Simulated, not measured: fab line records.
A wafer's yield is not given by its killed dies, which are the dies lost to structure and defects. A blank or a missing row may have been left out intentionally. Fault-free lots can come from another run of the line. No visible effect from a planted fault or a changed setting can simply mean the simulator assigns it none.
fab line records + flow n5_finfet
record:
- lots: 6
- wafers: 16
- last_day: 19
route steps=1938 shown BEOL_M9@1448 PASSIVATION@1936
lots untouched by any fault: they come from a run of this same line in which no faults occurred
start_h: the number of hours between the record's first day and the start of the first shown wafer of the lot + wait_h: time in hours since the lot's previous step + " identical to the entry in the row above + L1.1+2: a single row standing in for several wafers + - no value present, or no start provided + * or withheld: withheld + < > ~ a bound
route shown NAME@n: NAME is a module with steps in the file, n the number in the route of the first one + usual: mean/standard deviation taken from wafers without a fault + same: alike in all rows + chamber/n: place in a boat + sites: the reading at each site + _std_site: the values' standard deviation + _edge_site: outer sites' mean less inner sites' + radius_mm: how far each site lies from the wafer's centre + mask NAME#n: copy n + behind: tool/chamber where the wafer was last shaped + hold: what put the lot on hold/how long, in hours/how the hold closed + device: whichever transistor did not switch (one of n, p or np) + end of line: the route-end tests of the same wafers + where a step has no rows: the recipe by itself + killed: dies lost to structure and defects at the first sort, not the wafer's yield + map: dies across one wafer; x = killed, . = not, _ = none there
set.NAME: the setting that was run; set.NAME@STEP: the one run at that earlier step + model.NAME: the simulator's own value behind a step, which no gauge read
lots at selected steps of the route; one table per step, one row per wafer
services: from which hour (start_h, from the record's first day; less than 0 if before it) a tool's chamber was out of use, for how many hours, and why
== steps ==
step: N5_BEOL_M9_STRIP_80
recipe:
- chemistry: N2/H2
- time_s: 10
- power_w: 450
- temp_c: 40
- pressure_mtorr: 20
- rf_frequency_hz: 6e+07
- bias_power_w: 7
- n2_flow_sccm: 200
- h2_flow_sccm: 200
usual:
- drypump_motor_current_A: 5.6/0.36
- oes_product_au: 0.79/0.093
- rf_vpp_V: 59.1/0.83
- showerhead_plenum_p_Torr: 2.51/0.11
- throttle_valve_pct: 23.69/0.3
| lot.wafer | tool        | chamber | start_h | wait_h | drypump_motor_current_A | oes_product_au | rf_hours_counter_h | rf_vpp_V | showerhead_plenum_p_Torr | throttle_valve_pct |
|-----------|-------------|---------|---------|--------|-------------------------|----------------|--------------------|----------|--------------------------|--------------------|
| L803.1    | rie_diel-02 | 2       | -       | -      | 6.1                     | 0.74           | 177                | 60.1     | 2.64                     | 23.46              |
| L803.3    | "           | 3       | "       | "      | 5.1                     | 0.78           | 138                | 59.2     | 2.33                     | 23.44              |
| L803.4    | "           | 1       | "       | "      | 5.8                     | 0.86           | 37                 | 61.1     | 2.59                     | 23.75              |
| L807.2    | rie_diel-06 | 2       | -       | -      | 6.1                     | 0.97           | 0                  | 59.0     | 2.71                     | 23.34              |
| L807.3    | "           | 0       | "       | "      | 5.9                     | 0.70           | 227                | 58.8     | 2.41                     | 24.08              |
| L806.2    | rie_diel-06 | 2       | -       | -      | 6.1                     | 0.93           | 11                 | 59.5     | 2.71                     | 23.37              |
| L806.3    | "           | 1       | "       | "      | 5.6                     | 0.85           | 61                 | 59.8     | 2.47                     | 23.94              |
| L814.1    | rie_diel-02 | 2       | -       | -      | 6.1                     | 0.72           | 196                | 58.9     | 2.63                     | 23.50              |
| L814.2    | "           | 3       | "       | "      | 5.2                     | 0.76           | 156                | 59.0     | 2.33                     | 23.46              |
| L814.4    | "           | 0       | "       | "      | 5.1                     | 0.70           | 222                | 59.5     | 2.62                     | 23.32              |
| L819.3    | rie_diel-02 | 1       | -       | -      | 5.8                     | 0.86           | 53                 | 58.8     | 2.58                     | 23.79              |
| L819.5    | "           | 1       | "       | "      | 5.9                     | 0.86           | -                  | 59.6     | 2.58                     | 23.78              |
| L819.6    | "           | 0       | "       | "      | 5.1                     | 0.71           | -                  | 58.4     | 2.62                     | 23.32              |
| L821.1    | rie_diel-02 | 3       | -       | -      | 5.2                     | 0.75           | 173                | 58.5     | 2.32                     | 23.50              |
| L821.3    | "           | 2       | "       | "      | 6.1                     | 0.72           | 209                | 58.8     | 2.62                     | 23.50              |
| L821.4    | "           | 3       | "       | "      | 5.1                     | 0.75           | -                  | 59.8     | 2.32                     | 23.47              |
step: N5_BEOL_M9_OCD_MEAS_38
usual:
- trench_depth_nm: 151.3/2
| lot.wafer | tool   | chamber | start_h | wait_h | trench_depth_nm |
|-----------|--------|---------|---------|--------|-----------------|
| L803.1    | ocd-01 | -       | 296.76  | -      | 151.5           |
| L803.3    | "      | -       | "       | "      | 154.0           |
| L803.4    | "      | -       | "       | "      | 152.3           |
| L807.2    | ocd-01 | -       | 320.09  | -      | 151.4           |
| L807.3    | "      | -       | "       | "      | 150.0           |
| L806.2    | ocd-02 | -       | 347.01  | -      | 153.1           |
| L806.3    | "      | -       | "       | "      | 152.1           |
| L814.1    | ocd-01 | -       | 366.72  | -      | 151.8           |
| L814.2    | "      | -       | "       | "      | 153.5           |
| L814.4    | "      | -       | "       | "      | 150.4           |
| L819.3    | ocd-01 | -       | 367.56  | -      | 153.5           |
| L819.5    | "      | -       | "       | "      | 151.1           |
| L819.6    | "      | -       | "       | "      | 147.2           |
| L821.1    | ocd-01 | -       | 406.40  | -      | 154.2           |
| L821.3    | "      | -       | "       | "      | 152.7           |
| L821.4    | "      | -       | "       | "      | 152.9           |
step: N5_BEOL_M9_HM_STRIP_39
recipe:
- chemistry: peroxide_tin_strip
- material: TiN
- target_depth_a: 250
- temp_c: 50
- time_s: 158
step: N5_BEOL_M9_SRD_40
recipe:
- time_s: 30
- temp_c: 23
- rinse_liquid: diw
- dry: ipa_marangoni
step: N5_BEOL_M9_PRECLEAN_42
recipe:
- chemistry: residue_remover
- time_s: 60
- temp_c: 40
step: N5_BEOL_M9_SRD_43
recipe:
- time_s: 30
- temp_c: 23
- rinse_liquid: diw
- dry: ipa_marangoni
step: N5_BEOL_M9_CD_MEAS_35
recipe:
- target_cd_nm: 70
- target_cd_y_nm: 40
- polarity: opening
usual:
- cd_nm: 70.1/0.49
| lot.wafer | tool      | chamber | start_h | wait_h | cd_nm |
|-----------|-----------|---------|---------|--------|-------|
| L803.1    | cd_sem-01 | -       | 296.91  | 0.0    | 69.7  |
| L803.3    | "         | -       | "       | "      | 69.7  |
| L803.4    | "         | -       | "       | "      | 70.5  |
| L807.2    | cd_sem-01 | -       | 320.25  | 0.0    | 69.2  |
| L807.3    | "         | -       | "       | "      | 69.5  |
| L806.2    | cd_sem-01 | -       | 347.16  | 0.0    | 69.9  |
| L806.3    | "         | -       | "       | "      | 70.5  |
| L814.1    | cd_sem-01 | -       | 366.97  | 0.0    | 70.4  |
| L814.2    | "         | -       | "       | "      | 70.6  |
| L814.4    | "         | -       | "       | "      | 70.7  |
| L819.3    | cd_sem-01 | -       | 367.72  | 0.0    | 69.9  |
| L819.5    | "         | -       | "       | "      | 70.7  |
| L819.6    | "         | -       | "       | "      | 70.3  |
| L821.1    | cd_sem-02 | -       | 406.56  | 0.0    | 69.9  |
| L821.3    | "         | -       | "       | "      | 70.5  |
| L821.4    | "         | -       | "       | "      | 69.7  |
step: N5_BEOL_M9_CURE_72
recipe:
- temp_c: 370
- time_s: 120
- ambient: DMADMS/He
- material: SiCOH_lowk
step: N5_BEOL_M9_DEGAS_44
recipe:
- ambient: vacuum
- temp_c: 250
- time_s: 60
usual:
- heater_power_w: 326/43
| lot.wafer | tool           | chamber | start_h | wait_h | heater_power_w |
|-----------|----------------|---------|---------|--------|----------------|
| L803.1    | pvd_sputter-01 | -       | 297.30  | 0.3    | 338            |
| L803.3    | "              | -       | "       | "      | 273            |
| L803.4    | "              | -       | "       | "      | 336            |
| L807.2    | pvd_sputter-03 | -       | 320.69  | 0.3    | 394            |
| L807.3    | "              | -       | "       | "      | 378            |
| L806.2    | pvd_sputter-01 | -       | 347.54  | 0.2    | 340            |
| L806.3    | "              | -       | "       | "      | 277            |
| L814.1    | pvd_sputter-01 | -       | 367.87  | 0.6    | 333            |
| L814.2    | "              | -       | "       | "      | 343            |
| L814.4    | "              | -       | "       | "      | 274            |
| L819.3    | pvd_sputter-03 | -       | 368.57  | 0.5    | 320            |
| L819.5    | "              | -       | "       | "      | 389            |
| L819.6    | "              | -       | "       | "      | 381            |
| L821.1    | pvd_sputter-03 | -       | 407.67  | 1.0    | 389            |
| L821.3    | "              | -       | "       | "      | 322            |
| L821.4    | "              | -       | "       | "      | 321            |
step: N5_BEOL_M9_PRE_CLEAN_45
recipe:
- gas: H2/He
- time_s: 30
- temp_c: 250
usual:
- heater_power_w: 326/43
| lot.wafer | tool           | chamber | start_h | wait_h | heater_power_w |
|-----------|----------------|---------|---------|--------|----------------|
| L803.1    | pvd_sputter-01 | -       | 297.34  | 0.0    | 337            |
| L803.3    | "              | -       | "       | "      | 273            |
| L803.4    | "              | -       | "       | "      | 340            |
| L807.2    | pvd_sputter-03 | -       | 320.73  | 0.0    | 394            |
| L807.3    | "              | -       | "       | "      | 370            |
| L806.2    | pvd_sputter-01 | -       | 347.58  | 0.0    | 337            |
| L806.3    | "              | -       | "       | "      | 285            |
| L814.1    | pvd_sputter-01 | -       | 367.91  | 0.0    | 342            |
| L814.2    | "              | -       | "       | "      | 348            |
| L814.4    | "              | -       | "       | "      | 279            |
| L819.3    | pvd_sputter-03 | -       | 368.61  | 0.0    | 309            |
| L819.5    | "              | -       | "       | "      | 387            |
| L819.6    | "              | -       | "       | "      | 378            |
| L821.1    | pvd_sputter-03 | -       | 407.71  | 0.0    | 392            |
| L821.3    | "              | -       | "       | "      | 338            |
| L821.4    | "              | -       | "       | "      | 313            |
step: N5_BEOL_M9_ALD_74
recipe:
- material: TaN
- target_thk_a: 20
- temp_c: 275
- ald_precursor_family: PDMAT
- ald_co_reactant: NH3
- pressure_torr: 3
- carrier_flow_sccm: 1500
- pulse_time_s: 2
- purge_time_s: 3
- co_reactant_purge_time_s: 2
- co_reactant_pulse_time_s: 3
- ald_cycles: 40
- precursor_vessel_temp_c: 75
- precursor_vessel_pressure_torr: 26.25
- precursor_vessel_carrier_sccm: 1000
usual:
- heater_power_w: 422/38
same:
- co_reactant_purge_time_s: 2
| lot.wafer | tool         | chamber | start_h | wait_h | heater_power_w |
|-----------|--------------|---------|---------|--------|----------------|
| L803.1    | ald_metal-04 | 2       | 297.43  | 0.1    | 463            |
| L803.3    | "            | 0       | "       | "      | 393            |
| L803.4    | "            | 3       | "       | "      | 403            |
| L807.2    | ald_metal-02 | 0       | 320.80  | 0.0    | 354            |
| L807.3    | "            | 3       | "       | "      | 473            |
| L806.2    | ald_metal-03 | 2       | 347.89  | 0.3    | 413            |
| L806.3    | "            | 1       | "       | "      | 438            |
| L814.1    | ald_metal-03 | 2       | 367.97  | 0.0    | 407            |
| L814.2    | "            | 1       | "       | "      | 443            |
| L814.4    | "            | 0       | "       | "      | 384            |
| L819.3    | ald_metal-02 | 3       | 368.90  | 0.3    | 487            |
| L819.5    | "            | 1       | "       | "      | 394            |
| L819.6    | "            | 2       | "       | "      | 423            |
| L821.1    | ald_metal-03 | 3       | 407.77  | 0.0    | 477            |
| L821.3    | "            | 2       | "       | "      | 409            |
| L821.4    | "            | 0       | "       | "      | 394            |
step: N5_BEOL_M9_SURFACE_TREAT_79
recipe:
- gas: Ar
- time_s: *
- ion_energy_ev: *
- ion_current_ma_cm2: 0.5
- pressure_mtorr: *
- ar_flow_sccm: 30
step: N5_BEOL_M9_CVD_78
recipe:
- material: Co
- target_thk_a: 20
- temp_c: withheld
- precursor: CCTBA/H2
- pressure_torr: 30
- time_s: 138.9
usual:
- run_length_s: 161.4/0.5
| lot.wafer | tool      | chamber | start_h | wait_h | run_length_s |
|-----------|-----------|---------|---------|--------|--------------|
| L803.1    | cvd_co-02 | 0       | 298.30  | 0.3    | 160.9        |
| L803.3    | "         | 2       | "       | "      | 161.1        |
| L803.4    | "         | 1       | "       | "      | 161.8        |
| L807.2    | cvd_co-01 | 2       | 321.46  | 0.0    | 75.4         |
| L807.3    | "         | 0       | "       | "      | 75.6         |
| L806.2    | cvd_co-01 | 0       | 349.86  | 0.3    | 75.2         |
| L806.3    | "         | 0       | "       | "      | 75.3         |
| L814.1    | cvd_co-02 | 1       | 368.55  | 0.0    | 161.9        |
| L814.2    | "         | 0       | "       | "      | 161.8        |
| L814.4    | "         | 2       | "       | "      | 160.4        |
| L819.3    | cvd_co-02 | 1       | 369.95  | 0.0    | 161.8        |
| L819.5    | "         | 2       | "       | "      | 160.6        |
| L819.6    | "         | 0       | "       | "      | 161.8        |
| L821.1    | cvd_co-01 | 0       | 408.17  | 0.1    | 161.5        |
| L821.3    | "         | 2       | "       | "      | 161.3        |
| L821.4    | "         | 1       | "       | "      | 160.8        |
step: N5_BEOL_M9_SPUTTER_48
recipe:
- material: Cu
- target_thk_a: 120
- temp_c: -20
- bias_v: 60
- power_w: 26000
- chamber_pressure_pa: 0.13
- time_s: 2
usual:
- cathode_dc_power_W: 26001/4.7
- chuck_sensor_temp_C: -15.7/0.5
- substrate_temp_c: -19.99/0.1
- throttle_valve_pct: 30.5/0.83
| lot.wafer | tool           | chamber | start_h | wait_h | cathode_dc_power_W | chuck_sensor_temp_C | substrate_temp_c | throttle_valve_pct |
|-----------|----------------|---------|---------|--------|--------------------|---------------------|------------------|--------------------|
| L803.1    | pvd_sputter-01 | -       | 298.50  | 0.2    | 26005              | -15.9               | -19.92           | 29.1               |
| L803.3    | "              | -       | "       | "      | 26002              | -15.6               | -19.94           | 31.5               |
| L803.4    | "              | -       | "       | "      | 26005              | -15.7               | -20.03           | 31.3               |
| L807.2    | pvd_sputter-03 | -       | 321.57  | 0.1    | 25987              | -15.6               | -20.01           | 29.7               |
| L807.3    | "              | -       | "       | "      | 25991              | -15.8               | -20.11           | 30.0               |
| L806.2    | pvd_sputter-01 | -       | 350.06  | 0.2    | 25998              | -16.1               | -20.12           | 29.0               |
| L806.3    | "              | -       | "       | "      | 25998              | -15.5               | -19.99           | 31.5               |
| L814.1    | pvd_sputter-01 | -       | 368.71  | 0.1    | 25995              | -16.0               | -20.12           | 29.2               |
| L814.2    | "              | -       | "       | "      | 26007              | -16.2               | -20.05           | 31.1               |
| L814.4    | "              | -       | "       | "      | 26002              | -15.6               | -19.96           | 31.2               |
| L819.3    | pvd_sputter-02 | -       | 370.11  | 0.1    | 25993              | -15.8               | -19.98           | 29.4               |
| L819.5    | "              | -       | "       | "      | 25991              | -16.4               | -19.96           | 31.3               |
| L819.6    | "              | -       | "       | "      | 26004              | -15.9               | -20.19           | 30.5               |
| L821.1    | pvd_sputter-03 | -       | 408.37  | 0.1    | 26005              | -15.6               | -19.94           | 29.8               |
| L821.3    | "              | -       | "       | "      | 25999              | -14.4               | -20.21           | 30.5               |
| L821.4    | "              | -       | "       | "      | 26005              | -16.1               | -20.08           | 30.2               |
step: N5_PASSIVATION_PROBE_49
usual:
- defect_limited_yield: 91.2/1.4
- killed_at_M0_to_M3: 36/11
- killed_at_M4_up: 14/5.6
- killed_at_contacts: 12/5.9
- killed_at_front_end: 38/13
- killed_at_other: 3.5/2.7
- killed_dies: 104/17
- killed_open: 68/12
- killed_short: 34/8.2
- sort_bin_5_function: 5.1/0.95
- sort_bin_6_memory: 3.3/0.7
- sort_n_pass: 1076/17
- sort_yield_pct: 91.2/1.4
same:
- gross_dies: 1180
- killed_at_back_side: 0
- sort_bin_4_leakage[%]: 0
- sort_bin_8_speed[%]: 0
| lot.wafer | tool      | chamber | start_h | wait_h | defect_limited_yield[%] | killed_at_M0_to_M3 | killed_at_M4_up | killed_at_contacts | killed_at_front_end | killed_at_other | killed_dies | killed_open | killed_short | sort_bin_5_function[%] | sort_bin_6_memory[%] | sort_n_pass | sort_yield_pct[%] |
|-----------|-----------|---------|---------|--------|-------------------------|--------------------|-----------------|--------------------|---------------------|-----------------|-------------|-------------|--------------|------------------------|----------------------|-------------|-------------------|
| L803.1    | prober-02 | -       | 353.12  | 0.0    | 91.7                    | 35                 | 5               | 5                  | 52                  | 1               | 98          | 59          | 35           | 4.3                    | 3.1                  | 1082        | 91.7              |
| L803.3    | prober-02 | -       | 353.22  | 0.1    | 90.1                    | 44                 | 5               | 3                  | 62                  | 3               | 117         | 74          | 37           | 5.6                    | 3.5                  | 1063        | 90.1              |
| L803.4    | prober-02 | -       | 353.27  | 0.2    | 92.7                    | 39                 | 6               | 5                  | 32                  | 4               | 86          | 57          | 28           | 4.1                    | 2.9                  | 1094        | 92.7              |
| L807.2    | prober-02 | -       | 390.55  | 0.5    | 92.8                    | 26                 | 27              | 4                  | 24                  | 4               | 85          | 60          | 22           | 4.2                    | 2.9                  | 1095        | 92.8              |
| L807.3    | prober-02 | -       | 390.60  | 0.6    | 91.8                    | 22                 | 11              | 9                  | 43                  | 12              | 97          | 64          | 32           | 4.5                    | 3.4                  | 1083        | 91.8              |
| L806.2    | prober-02 | -       | 409.97  | 0.1    | 91.5                    | 47                 | 10              | 13                 | 26                  | 4               | 100         | 67          | 33           | 4.6                    | 3.5                  | 1080        | 91.5              |
| L806.3    | prober-02 | -       | 410.02  | 0.1    | 92.5                    | 30                 | 17              | 9                  | 26                  | 6               | 88          | 64          | 24           | 3.7                    | 3.3                  | 1092        | 92.5              |
| L814.1    | prober-02 | -       | 429.54  | 0.0    | 93.5                    | 33                 | 9               | 8                  | 27                  | 0               | 77          | 51          | 25           | 3.1                    | 3.3                  | 1103        | 93.5              |
| L814.2    | prober-02 | -       | 429.59  | 0.1    | 93.1                    | 20                 | 12              | 6                  | 40                  | 3               | 81          | 57          | 23           | 4.2                    | 2.7                  | 1099        | 93.1              |
| L814.4    | prober-02 | -       | 429.69  | 0.2    | 92.2                    | 21                 | 25              | 18                 | 28                  | 0               | 92          | 67          | 24           | 5.0                    | 2.5                  | 1088        | 92.2              |
| L819.3    | prober-01 | -       | 437.60  | 0.1    | 90.8                    | 36                 | 20              | 1                  | 51                  | 1               | 109         | 64          | 39           | 5.0                    | 3.6                  | 1071        | 90.8              |
| L819.5    | prober-01 | -       | 437.70  | 0.2    | 88.0                    | 63                 | 17              | 12                 | 50                  | 0               | 142         | 95          | 44           | 6.9                    | 4.9                  | 1038        | 88.0              |
| L819.6    | prober-01 | -       | 437.75  | 0.3    | 92.5                    | 25                 | 10              | 16                 | 37                  | 1               | 89          | 52          | 32           | 4.2                    | 2.9                  | 1091        | 92.5              |
| L821.1    | prober-01 | -       | 462.83  | 0.0    | 92.7                    | 37                 | 10              | 17                 | 22                  | 0               | 86          | 59          | 26           | 4.5                    | 2.8                  | 1094        | 92.7              |
| L821.3    | prober-01 | -       | 462.93  | 0.1    | 93.0                    | 28                 | 20              | 9                  | 25                  | 1               | 83          | 65          | 15           | 4.0                    | 2.9                  | 1097        | 93.0              |
| L821.4    | prober-01 | -       | 462.98  | 0.2    | 91.1                    | 24                 | 12              | 17                 | 51                  | 1               | 105         | 74          | 29           | 5.0                    | 3.6                  | 1075        | 91.1              |
killed by level:class
L803.1 FIN_SAQP:geometric_particle:open=12 BEOL_M0_SAQP:geometric_particle:short=11 BEOL_M1:geometric_particle:open=8 DUMMY_GATE:geometric_particle:open=7 BEOL_M0_SAQP:geometric_particle:open=7 STI_FIN_REVEAL:geometric_particle:open=6 GATE_CUT:geometric_particle:short=5 MOL_CONTACT_COAG:geometric_particle:open=5
L803.3 STI_FIN_REVEAL:geometric_particle:open=19 BEOL_M1:geometric_particle:open=11 BEOL_M0_SAQP:geometric_particle:open=10 FIN_SAQP:geometric_particle:open=8 GATE_CUT:geometric_particle:short=8 BEOL_M0_SAQP:geometric_particle:short=7 FIN_SAQP:geometric_particle:short=6 HKMG_FIN:area_etch=6
L803.4 BEOL_M1:geometric_particle:open=10 BEOL_M3:geometric_particle:open=10 FIN_SAQP:geometric_particle:open=7 STI_FIN_REVEAL:geometric_particle:open=7 BEOL_M0_SAQP:geometric_particle:short=7 FIN_SAQP:geometric_particle:short=6 BEOL_M0_SAQP:geometric_particle:open=6 MOL_CONTACT_COAG:geometric_particle:open=5
L807.2 BEOL_M1:geometric_particle:open=10 BEOL_M4:geometric_particle:open=7 BEOL_M3:geometric_particle:open=5 GATE_CUT:geometric_particle:short=4 MOL_CONTACT_COAG:geometric_particle:open=4 BEOL_M5:geometric_particle:open=4 BEOL_M7:geometric_particle:open=4 FIN_SAQP:geometric_particle:open=3
L807.3 FIN_SAQP:geometric_particle:open=9 MOL_CONTACT_COAG:geometric_particle:open=8 FIN_SAQP:geometric_particle:short=7 DUMMY_GATE:geometric_particle:open=7 STI_FIN_REVEAL:geometric_particle:open=5 BEOL_M0_SAQP:geometric_particle:short=5 BEOL_M1:geometric_particle:open=5 PASS1_CAP:geometric_particle:open=5
L806.2 BEOL_M0_SAQP:geometric_particle:short=13 BEOL_M0_SAQP:geometric_particle:open=12 MOL_CONTACT_COAG:geometric_particle:open=11 BEOL_M0:geometric_particle:open=6 FIN_SAQP:geometric_particle:short=5 BEOL_M1:geometric_particle:open=5 BEOL_M3:geometric_particle:open=5 FIN_SAQP:geometric_particle:open=4
L806.3 MOL_CONTACT_COAG:geometric_particle:open=8 BEOL_M4:geometric_particle:open=8 STI_FIN_REVEAL:geometric_particle:open=7 BEOL_M0_SAQP:geometric_particle:open=6 BEOL_M0_SAQP:geometric_particle:short=5 BEOL_M1:geometric_particle:open=4 BEOL_M2:geometric_particle:open=4 BEOL_M3:geometric_particle:open=4
L814.1 BEOL_M1:geometric_particle:open=11 STI_FIN_REVEAL:geometric_particle:open=10 BEOL_M0_SAQP:geometric_particle:short=7 MOL_CONTACT_COAG:geometric_particle:open=6 BEOL_M4:geometric_particle:open=6 BEOL_M2:geometric_particle:open=4 BEOL_M3:geometric_particle:open=4 GATE_CUT:geometric_particle:short=3
L814.2 STI_FIN_REVEAL:geometric_particle:open=15 BEOL_M4:geometric_particle:open=7 MOL_CONTACT_COAG:geometric_particle:open=5 BEOL_M0_SAQP:geometric_particle:open=5 FIN_SAQP:geometric_particle:short=4 FIN_SAQP:geometric_particle:open=4 STI_FIN_REVEAL:geometric_particle:short=4 BEOL_M2:geometric_particle:open=4
L814.4 MOL_CONTACT_COAG:geometric_particle:open=16 BEOL_M4:geometric_particle:open=14 STI_FIN_REVEAL:geometric_particle:open=11 BEOL_M3:geometric_particle:open=6 STI_FIN_REVEAL:geometric_particle:short=5 BEOL_M0_SAQP:geometric_particle:open=4 BEOL_M0_SAQP:geometric_particle:short=4 GATE_CUT:geometric_particle:short=3
L819.3 FIN_SAQP:geometric_particle:open=13 FIN_SAQP:geometric_particle:short=13 BEOL_M4:geometric_particle:open=11 STI_FIN_REVEAL:geometric_particle:open=9 BEOL_M0_SAQP:geometric_particle:short=9 BEOL_M3:geometric_particle:open=9 BEOL_M1:geometric_particle:open=7 STI_FIN_REVEAL:geometric_particle:short=4
L819.5 BEOL_M0_SAQP:geometric_particle:open=15 FIN_SAQP:geometric_particle:open=12 BEOL_M2:geometric_particle:open=12 FIN_SAQP:geometric_particle:short=10 BEOL_M1:geometric_particle:open=9 STI_FIN_REVEAL:geometric_particle:open=8 MOL_CONTACT_COAG:geometric_particle:open=8 BEOL_M0_SAQP:geometric_particle:short=8
L819.6 FIN_SAQP:geometric_particle:open=18 FIN_SAQP:geometric_particle:short=14 MOL_CONTACT_COAG:geometric_particle:open=9 MOL_CONTACT_COAG:geometric_particle:short=6 BEOL_M0_SAQP:geometric_particle:open=6 BEOL_M2:geometric_particle:open=5 BEOL_M0_SAQP:geometric_particle:short=4 BEOL_M3:geometric_particle:open=4
L821.1 MOL_CONTACT_COAG:geometric_particle:open=14 BEOL_M3:geometric_particle:open=10 BEOL_M0_SAQP:geometric_particle:open=9 BEOL_M2:geometric_particle:open=8 BEOL_M3:geometric_particle:short=4 STARTING-WAFER:geometric_particle:short=4 FIN_SAQP:geometric_particle:open=3 GATE_CUT:geometric_particle:open=3
L821.3 BEOL_M4:geometric_particle:open=12 BEOL_M3:geometric_particle:open=10 MOL_CONTACT_COAG:geometric_particle:open=9 FIN_SAQP:geometric_particle:open=7 BEOL_M2:geometric_particle:open=6 DUMMY_GATE:geometric_particle:open=5 STI_FIN_REVEAL:geometric_particle:open=4 BEOL_M1:geometric_particle:open=4
L821.4 FIN_SAQP:geometric_particle:open=17 MOL_CONTACT_COAG:geometric_particle:open=14 BEOL_M2:geometric_particle:open=10 FIN_SAQP:geometric_particle:short=6 GATE_CUT:geometric_particle:short=6 DUMMY_GATE:geometric_particle:open=5 GATE_CUT:geometric_particle:open=5 STI_FIN_REVEAL:geometric_particle:open=4
== services ==
| tool           | chamber | start_h | hours | kind                          |
|----------------|---------|---------|-------|-------------------------------|
| rie_diel-02    | 1       | 304.26  | 7.9   | repair                        |
| rie_diel-06    | 2       | 306.74  | -     | clean                         |
| rie_diel-06    | 2       | 306.74  | -     | consumable_replace:focus_ring |
| rie_diel-06    | 2       | 306.74  | -     | consumable_replace:showerhead |
| rie_diel-06    | 2       | 306.74  | 12.8  | scheduled_down                |
| rie_diel-06    | 2       | 306.74  | 12.8  | vent_cycle                    |
| rie_diel-06    | 3       | 318.44  | 5.6   | repair                        |
| rie_diel-06    | 3       | 324.08  | -     | clean                         |
| rie_diel-06    | 3       | 324.08  | -     | consumable_replace:focus_ring |
| rie_diel-06    | 3       | 324.08  | 20.3  | scheduled_down                |
| cvd_co-01      | 1       | 333.33  | -     | clean                         |
| cvd_co-01      | 1       | 333.33  | 22.0  | scheduled_down                |
| cvd_co-01      | 1       | 333.33  | 22.0  | vent_cycle                    |
| ald_metal-04   | -       | 337.25  | 14.0  | pm                            |
| ald_metal-03   | -       | 344.10  | 2.8   | pm                            |
| pvd_sputter-03 | -       | 347.98  | 6.3   | repair                        |
| rie_diel-02    | -       | 356.59  | 0.6   | repair                        |
| pvd_sputter-02 | -       | 357.28  | 0.6   | repair                        |
| ald_metal-02   | -       | 365.43  | 2.8   | pm                            |
| cvd_co-02      | -       | 374.71  | 2.8   | pm                            |
| cvd_co-01      | -       | 377.52  | 6.0   | pm                            |
| cvd_co-02      | -       | 381.63  | 0.7   | repair                        |
| rie_diel-02    | 1       | 381.87  | 25.8  | repair                        |
| ald_metal-04   | -       | 400.62  | 8.7   | pm                            |
== key ==
first_sign:
- step: N5_BEOL_M9_CVD_78
- reading: run_length_s
- direction: down
- sigmas: 99+
- usual: *
- struck: *
effect none on later readings
met_at N5_BEOL_M9_CVD_78
struck_wafers L806.2,L806.3,L807.2,L807.3
fault:
- kind: process_parameter_drift
- tool: cvd_co-01
- chamber: -
- onset_h: 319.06
- steps: N5_BEOL_M9_CVD_78
- channel: time_s
- offset: *
- shape: step
- end_h: 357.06
- scope: struck_wafers_only
- acts_in: *
- stated: *
